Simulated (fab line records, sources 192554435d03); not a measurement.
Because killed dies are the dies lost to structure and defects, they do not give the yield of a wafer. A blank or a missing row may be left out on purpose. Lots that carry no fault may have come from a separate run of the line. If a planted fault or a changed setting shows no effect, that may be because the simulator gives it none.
Which tool was responsible? -- flow n5-finfet -- 10 lots, 29 wafers sampled, at 4 steps of a route of 1938

WHAT EACH GAUGE READ, for each wafer
N5_BEOL_M7_INSPECT_30: inspects for defects (brightfield). Usual: raw-defect-count at 423, with a standard deviation of 100.
lot,measured,on,raw-defect-count,flag
L254,day 10 09:38,defect-inspect-02,339 395 419,
L256,day 10 11:23,defect-inspect-01,316 377 543,
L255,day 10 11:31,defect-inspect-01,588 285 442,
L257,day 10 20:35,defect-inspect-02,517 431 462,
L259,day 11 00:28,defect-inspect-02,450 490 520,
L264,day 12 14:14,defect-inspect-02,566 697,
L267,day 13 15:20,defect-inspect-02,526 494 536,
L272,day 14 10:13,defect-inspect-02,310 390 350,
L274,day 14 17:14,defect-inspect-02,299 387 641,
L275,day 15 11:16,defect-inspect-01,353 714 633,

N5_BEOL_M7_OCD_MEAS_38. Usual: trench-depth-nm at 93.2 nm, with a standard deviation of 1.2.
lot,measured,on,trench-depth-nm (nm),flag
L254,day 10 10:11,ocd-02,92.6 92.4 91.1,
L256,day 10 11:58,ocd-01,93.3 95.2 91.4,
L255,day 10 12:07,ocd-02,92.6 91.1 92.2,
L257,day 10 21:14,ocd-01,94.7 90.7 94.2,
L259,day 11 00:56,ocd-02,94.4 92.1 93.2,
L264,day 12 14:41,ocd-02,99.1 92.6,
L267,day 13 15:54,ocd-02,93.1 94.3 94.7,
L272,day 14 10:57,ocd-02,93.4 93.8 93.6,
L274,day 14 18:03,ocd-01,91.5 92.6 93.2,
L275,day 15 11:49,ocd-02,94.6 92.6 94.5,

TOOL THAT RAN EACH LOT (tool first, then ch and the chambers of the sampled wafers, then the start)
lot,N5_BEOL_M7_STRIP_36,N5_BEOL_M7_TRENCH_ETCH_37
L254,"rie-diel-03 ch 1,2, day 10 09:59","rie-diel-03 ch 1,2, day 10 10:02"
L256,"rie-diel-02 ch 0,1,2, day 10 11:46","rie-diel-02 ch 0,1,2, day 10 11:48"
L255,"rie-diel-03 ch 0,1,2, day 10 11:56","rie-diel-03 ch 0,1,2, day 10 11:58"
L257,"rie-diel-02 ch 0,1, day 10 21:02","rie-diel-02 ch 0,1, day 10 21:05"
L259,"rie-diel-02 ch 2,3, day 11 00:44","rie-diel-02 ch 2,3, day 11 00:46"
L264,"rie-diel-03 ch 1,2, day 12 14:31","rie-diel-03 ch 1,2, day 12 14:32"
L267,"rie-diel-02 ch 1,3, day 13 15:42","rie-diel-02 ch 1,3, day 13 15:44"
L272,"rie-diel-02 ch 0,1,3, day 14 10:45","rie-diel-02 ch 0,1,3, day 14 10:47"
L274,"rie-diel-01 ch 0,1,2, day 14 17:51","rie-diel-01 ch 0,1,2, day 14 17:53"
L275,"rie-diel-03 ch 0,2,3, day 15 11:37","rie-diel-03 ch 0,2,3, day 15 11:40"
- N5_BEOL_M7_STRIP_36: strips in N2/H2.
- N5_BEOL_M7_TRENCH_ETCH_37: etches SiCOH lowk in C4F6/O2, target depth 93.478 nm, time 31.2 s.

WHAT THE TOOLS THEMSELVES READ (means of the sampled wafers that have a number; where no wafer has one, the mark that the record gives instead)
N5_BEOL_M7_STRIP_36. Usual: drypump-motor-current-A 6.0 A, standard deviation 0.39; oes-product-au 0.78 a.u., standard deviation 0.077; rf-vpp-V 59.1 V, standard deviation 1.4; showerhead-plenum-p-Torr 2.51 Torr, standard deviation 0.1; throttle-valve-pct 23.72 %, standard deviation 0.26.
lot,tool,drypump-motor-current-A (A),oes-product-au (a.u.),rf-vpp-V (V),showerhead-plenum-p-Torr (Torr),throttle-valve-pct (%),flag
L254,rie-diel-03,6.1,0.73,60.0,2.40,23.76,
L256,rie-diel-02,6.4,0.71,59.8,2.49,23.73,
L255,rie-diel-03,6.0,0.76,59.9,2.47,23.90,
L257,rie-diel-02,6.0,0.75,58.0,2.50,23.73,
L259,rie-diel-02,5.8,0.77,59.9,2.44,23.68,
L264,rie-diel-03,6.1,0.72,59.0,2.42,23.85,
L267,rie-diel-02,5.5,0.78,57.8,2.45,23.73,
L272,rie-diel-02,5.9,0.82,59.0,2.50,23.62,
L274,rie-diel-01,5.9,0.81,58.9,2.52,23.86,
L275,rie-diel-03,5.8,0.84,58.8,2.57,23.70,

N5_BEOL_M7_TRENCH_ETCH_37. Usual: drypump-motor-current-A 6.0 A, standard deviation 0.39; oes-product-au 0.79 a.u., standard deviation 0.078; rf-vpp-V 667 V, standard deviation 7.5; run-length-s 54.6 s, standard deviation 0.5; showerhead-plenum-p-Torr 2.81 Torr, standard deviation 0.11; throttle-valve-pct 20.97 %, standard deviation 0.21.
lot,tool,drypump-motor-current-A (A),oes-product-au (a.u.),rf-vpp-V (V),run-length-s (s),showerhead-plenum-p-Torr (Torr),throttle-valve-pct (%),flag
L254,rie-diel-03,6.1,0.74,665,54.2,2.69,21.01,
L256,rie-diel-02,6.3,0.72,667,54.3,2.79,21.01,
L255,rie-diel-03,6.0,0.75,669,54.5,2.77,21.09,
L257,rie-diel-02,6.1,0.75,664,54.4,2.81,20.95,
L259,rie-diel-02,5.8,0.77,667,55.1,2.74,21.07,
L264,rie-diel-03,6.1,0.72,668,55.2,2.72,21.10,
L267,rie-diel-02,5.5,0.78,662,55.1,2.75,21.05,
L272,rie-diel-02,5.9,0.81,665,54.6,2.80,20.91,
L274,rie-diel-01,5.9,0.80,663,54.5,2.82,21.07,
L275,rie-diel-03,5.8,0.83,674,54.5,2.88,20.88,

THE ANSWER, worked out from the rows above alone
Rule: take the mean of a lot's wafers that have a number; if it is more than 3 standard deviations from the usual mean, the lot is off. Also off: a lot with no number at a reading for which 4 or more lots have one. Where the step has rows for the other lots, those lots are counted as sound. Order of review: gauges by route order, followed by the tools' own readings, for which a lot's mean as printed above is used. The first step at which some lot is off is used, and at that step the reading that is off furthest; a lot without a number counts as furthest.
Nothing can be told from this: no lot is off at any reading shown.

WHAT THE SIMULATOR HAD PUT IN
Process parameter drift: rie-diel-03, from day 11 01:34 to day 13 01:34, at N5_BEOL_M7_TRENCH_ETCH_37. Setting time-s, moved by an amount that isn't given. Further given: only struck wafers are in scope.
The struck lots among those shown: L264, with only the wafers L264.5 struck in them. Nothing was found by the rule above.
